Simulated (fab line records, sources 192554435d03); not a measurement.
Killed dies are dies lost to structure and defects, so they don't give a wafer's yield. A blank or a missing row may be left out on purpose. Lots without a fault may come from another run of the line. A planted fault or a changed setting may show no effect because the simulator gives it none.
Chamber matching | flow n5_finfet | N5_BEOL_M15_DEP_53 on pecvd-04: 3 sister chambers
The step deposits SiCN from 3MS/NH3, target thk 50 nm, time 17.8 s. 22 wafers are shown with their chamber, then 11 later ones without.

WAFERS WITH THEIR CHAMBER
wafer  | chamber | showerhead_plenum_p_Torr (Torr) | throttle_valve_pct (%)
L075.2 | 1       | 4.116                           | 20.2
L075.4 | 0       | 4.222                           | 18.8
L075.6 | 1       | 4.118                           | 20.2
L076.1 | 2       | 4.190                           | 18.5
L076.2 | 0       | 4.211                           | 18.6
L076.5 | 2       | 4.193                           | 18.4
L077.1 | 0       | 4.204                           | 18.8
L077.2 | 2       | 4.188                           | 18.1
L077.3 | 1       | 4.124                           | 20.1
L077.4 | 2       | 4.189                           | 18.2
L077.5 | 1       | 4.118                           | 19.8
L077.6 | 0       | 4.213                           | 18.8
L087.3 | 2       | 4.196                           | 18.5
L087.5 | 2       | 4.200                           | 18.5
L087.6 | 1       | 4.118                           | 19.8
L088.1 | 2       | 4.196                           | 18.4
L088.2 | 1       | 4.132                           | 20.3
L088.3 | 0       | 4.204                           | 18.9
L088.4 | 0       | 4.210                           | 18.7
L088.5 | 1       | 4.127                           | 20.0
L088.6 | 2       | 4.204                           | 18.5
L093.1 | 2       | 4.194                           | 18.5

SIGNATURES (means of the wafers above)
reading                  | chamber 0 | chamber 1 | chamber 2 | scatter within a chamber
showerhead_plenum_p_Torr | 4.21067   | 4.12186   | 4.19444   | 0.00588
throttle_valve_pct       | 18.767    | 20.057    | 18.400    | 0.157
Rule: a wafer's distance from a chamber is the root of the sum, over the readings, of the square of ((its reading less the chamber's mean) divided by the reading's scatter). The wafer belongs to the nearest chamber; if the next one is less than 2 further off, it can't be placed. The scatter: the root of (the sum of the squares of (reading less its chamber's mean) over the shown wafers, divided by (wafers less chambers)).

WAFERS WITHOUT THEIR CHAMBER
wafer  | showerhead_plenum_p_Torr (Torr) | throttle_valve_pct (%)
L093.4 | 4.125                           | 20.1
L093.5 | 4.191                           | 18.2
L095.1 | 4.132                           | 19.8
L095.2 | 4.188                           | 18.7
L095.3 | 4.212                           | 18.8
L095.4 | 4.117                           | 20.1
L095.5 | 4.188                           | 18.4
L095.6 | 4.221                           | 19.0
L097.1 | 4.203                           | 18.9
L097.2 | 4.201                           | 18.7
L097.3 | 4.119                           | 19.9

WHICH CHAMBER EACH WENT THROUGH
wafer  | from the rows above     | in truth
L093.4 | 1                       | 1
L093.5 | 2                       | 2
L095.1 | 1                       | 1
L095.2 | can't be placed: 2 or 0 | 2
L095.3 | 0                       | 0
L095.4 | 1                       | 1
L095.5 | 2                       | 2
L095.6 | 0                       | 0
L097.1 | can't be placed: 0 or 2 | 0
L097.2 | can't be placed: 0 or 2 | 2
L097.3 | 1                       | 1
Placed correctly: 8 of 11. Can't be placed from these rows: 3 (the true chamber is among the candidates in 3). Placed wrongly: 0.
